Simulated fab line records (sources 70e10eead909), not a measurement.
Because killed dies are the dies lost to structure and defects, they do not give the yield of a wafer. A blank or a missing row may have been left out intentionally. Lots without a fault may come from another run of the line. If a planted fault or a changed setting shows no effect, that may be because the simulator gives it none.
Matching of chambers + flow nand harc + 4 sister chambers for NHARC_A_STAIRCASE_TRIM_229 on rie diel-08
The step chemistry O2, time 211.2 s. 4 wafers are shown with their chamber, then 7 later ones without.

== EACH WAFER AND ITS CHAMBER ==
| wafer  | chamber | showerhead plenum p Torr (Torr) |
|--------|---------|---------------------------------|
| L084.3 | 2       | 3.46                            |
| L084.5 | 0       | 3.57                            |
| L081.1 | 3       | 3.47                            |
| L081.2 | 1       | 3.64                            |

== WAFERS WHOSE CHAMBER IS MISSING ==
| wafer  | showerhead plenum p Torr (Torr) |
|--------|---------------------------------|
| L081.4 | 3.45                            |
| L086.1 | 3.47                            |
| L086.5 | 3.47                            |
| L086.6 | 3.57                            |
| L095.3 | 3.61                            |
| L095.4 | 3.43                            |
| L095.6 | 3.45                            |

== CHAMBER TAKEN BY EACH ==
| wafer  | from the rows above     | in truth |
|--------|-------------------------|----------|
| L081.4 | can't be placed: 2 or 3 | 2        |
| L086.1 | can't be placed: 3 or 2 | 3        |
| L086.5 | can't be placed: 3 or 2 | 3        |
| L086.6 | 0                       | 0        |
| L095.3 | can't be placed: 1 or 0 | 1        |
| L095.4 | can't be placed: 2 or 3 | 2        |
| L095.6 | can't be placed: 2 or 3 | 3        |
Correct placement for 1 of the 7. These rows do not allow placing 6 (true chamber among the candidates in 6). Number placed wrongly: 0.
How it was worked out, from the rows above alone: a wafer's distance from a chamber is the root of the sum, over the readings, of the square of ((its reading less the chamber's mean) divided by the reading's scatter). The wafer belongs to the nearest chamber; if the next one is less than 2 further off, it can't be placed. For every chamber, the mean is computed from those of its wafers that are shown. The scatter: root of mean squared gap, hidden wafer to nearest shown wafer, with one shown wafer a chamber.
